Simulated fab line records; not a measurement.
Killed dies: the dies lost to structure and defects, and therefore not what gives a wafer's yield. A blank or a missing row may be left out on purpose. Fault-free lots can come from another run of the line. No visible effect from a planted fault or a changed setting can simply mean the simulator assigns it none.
A struck lot beside a sound one :: flow nand harc :: 15 steps out of a route of 1302
Sound: wafers L508.1, L508.3, L508.4. Struck: wafers L517.1, L517.6 (left out: L517.3, a lot-mate that was not struck); the cause follows at the end.
At each step with rows: each side's tool, then ch and its chambers, then its first start. Under that, the readings that differ: sound wafers :: struck wafers :: difference of the means :: sigmas: that difference in standard deviations of wafers without a fault.
alike: a reading whose means differ by less than 2 such deviations, as well as words and numbers matching on both sides. not compared: withheld readings; readings where some wafer has no value; bounds like >300 that might hide an equal value; numbers whose values overlap and for which the record gives no deviation.
The two part at a step that has a row with sigmas, a row that says differs or no value, or rows on one side only. Non-overlapping numbers with no deviation appear without sigmas and do not part them. A reading that every wafer of one side lacks parts them only if that side has two wafers or more.

first, 1 step without rows for these wafers: NHARC_A_ONON_D1_DEP_00 (target thk 1000 nm).
NHARC_A_ONON_D1_THK_MEAS_02: measures by ellipsometry.
  sound on film metro-01, day 9 02:38; struck on film metro-01, day 12 20:49
  alike: thk nm
following that, 1 step holds no rows for these wafers, namely NHARC_A_ONON_D1_DEP_03 (target thickness 1000 nm).
NHARC_A_ONON_D1_THK_MEAS_05: measures by ellipsometry.
  sound on film metro-01, day 9 03:12; struck on film metro-02, day 12 21:23
  alike: thk nm
following that, 1 step holds no rows for these wafers, namely NHARC_A_ONON_D1_DEP_06 (target thickness 1000 nm).
NHARC_A_ONON_D1_THK_MEAS_08: measures by ellipsometry.
  sound on film metro-01, day 9 03:46; struck on film metro-01, day 12 21:56
  alike: thk nm
following that, 1 step holds no rows for these wafers, namely NHARC_A_ONON_D1_DEP_09 (target thickness 1000 nm).
NHARC_A_ONON_D1_THK_MEAS_11: measures by ellipsometry.
  sound on film metro-02, day 9 04:20; struck on film metro-01, day 12 22:31
  alike: thk nm
following that, 1 step holds no rows for these wafers, namely NHARC_A_ONON_D1_DEP_12 (target thickness 1000 nm).
NHARC_A_ONON_D1_THK_MEAS_14: measures by ellipsometry.
  sound on film metro-01, day 9 04:55; struck on film metro-02, day 12 23:05
  alike: thk nm
then, 1 step without rows for these wafers: NHARC_A_ONON_D1_ANNEAL_15 (time 3600 s).
NHARC_A_ONON_D1_DEP_16: target thk 1000 nm.
  sound on pecvd onon-04 ch 0, day 9 12:10; struck on pecvd onon-04 ch 0, day 13 06:25
NHARC_A_ONON_D1_THK_MEAS_18: measures by ellipsometry.
  sound on film metro-01, day 9 12:41; struck on film metro-02, day 13 06:55
reading: thk nm (nm)
sound: 998 998 998
struck: 913 911
difference: -86
sigmas: -10
following that, 1 step holds no rows for these wafers, namely NHARC_A_ONON_D1_DEP_19 (target thickness 1000 nm).
-- jump in the record: it breaks off in module A_ONON_D1 and resumes in module END (first step shown: number 1302 of the route), and 17 days separate the struck wafers' starts before and after --
NHARC_END_SORT_01:
  the record has rows for the struck wafers here (prober-02 ch 0, day 30 07:32) and none for the sound ones

## WHERE THEY PART
Earliest at NHARC_A_ONON_D1_THK_MEAS_18; latest, in this record, at NHARC_END_SORT_01.

WHY: the cause the simulator had injected
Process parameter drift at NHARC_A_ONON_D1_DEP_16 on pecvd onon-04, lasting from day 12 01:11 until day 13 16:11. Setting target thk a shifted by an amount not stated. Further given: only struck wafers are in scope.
